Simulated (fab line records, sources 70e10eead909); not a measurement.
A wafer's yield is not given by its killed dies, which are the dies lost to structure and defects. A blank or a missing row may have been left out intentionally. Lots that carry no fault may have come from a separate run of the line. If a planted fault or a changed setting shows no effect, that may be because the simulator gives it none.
Problem report, 8D (eight disciplines) form, completed by code -- flow nand harc -- the parts of the form that need people (team, actions taken, sign-off) are left out

1. WHAT WENT WRONG
At NHARC_A_M1_SOFTBAKE_04, heater power total W averages 190.03 W over 6 wafers from 2 lots, while fault-free wafers read 188.45 W, standard deviation 0.14. Measured from the usual mean, that is +11 standard deviations.
The step: time 55 s.
First observed at day 23 20:00: wafer L736.4, on litho track-06. At this step, 36 wafers from 12 lots have a number in the record. The rule behind "out" and "out of limits": a value lying over 4 standard deviations away from the usual mean. The rest of the wafers with a number are treated as sound.

2. WHAT IT IS, WHAT IT ISN'T
question,is,is not
which readings at this step,heater power total W,-
which lots,"L736, L739","L730, L731, L732, L733, L737, L738, L742, L750, L751, L753"
which wafers of those lots,all that have a number,-
read on which tools,litho track-06,"litho track-01, litho track-04"
when,from day 23 20:00,"up to then (15 sound wafers); but 15 sound wafers of L737, L742, L750, L751, L753 came after"

3. WHAT RULES OUT EACH SUSPECT
Counting: a tool at any process step up to the reading remains a suspect when it ran all the lots that are out and ran no sound lot after the first of those.
- rie diel-12 at NHARC_A_BLC_ETCH_16 (etches the open film in CF4, target depth 39 nm, time 65 s): ruled out as a lasting fault. Sound lots L750 ran on it after its first lot that is out, L736 (day 22 14:13).
- rie diel-09 at NHARC_A_M0_ETCH_15 (etches the open film in C4F8/Ar, target depth 150 nm, overetch 15 nm, time 82.5 s): ruled out as a lasting fault. Sound lots L737, L751, L750, L742 ran on it after its first lot that is out, L736 (day 23 20:00). Because NHARC_A_M0_ETCH_15 lacks a start for some lots, the hours and order of its lots are taken from NHARC_A_M1_SOFTBAKE_04.
- litho track-06 at NHARC_A_M1_SOFTBAKE_04 (time 55 s): kept. It processed each lot that is out, first L736 at day 23 20:00, and no sound lot thereafter; up to then, the last sound lot it processed was L738 at day 23 13:00. On those wafers its own readings are out: heater power total W.
After counting, what remains is litho track-06 at NHARC_A_M1_SOFTBAKE_04.

4. THE CAUSE (what the simulator had put in)
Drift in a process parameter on litho track-06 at NHARC_A_M1_SOFTBAKE_04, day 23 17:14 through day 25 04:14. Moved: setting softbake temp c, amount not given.
Only this tool survived the counting.

5. THE EFFECT CHAIN, in route order
Rows list readings where the struck wafers' mean (over those with a number) sits beyond 3 standard deviations from the usual. Only readings for which the record gives a usual standard deviation are gone through. hours: the time from each lot's start at the first step in this table that gives one to its start at this step, as a median over the lots. sigmas: the change in usual standard deviations.
hours,step,reading,usual,on struck wafers,change,sigmas
0,NHARC_A_M1_SOFTBAKE_04,heater power total W,188.45 W,190.03,+1.58,+11
It contains these process steps:
- NHARC_A_M1_SOFTBAKE_04: time 55 s.

6. WHAT WOULD HAVE CAUGHT IT SOONER
First out-of-limits reading in this record: day 23 20:00, which is 3 hours after fault onset at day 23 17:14.
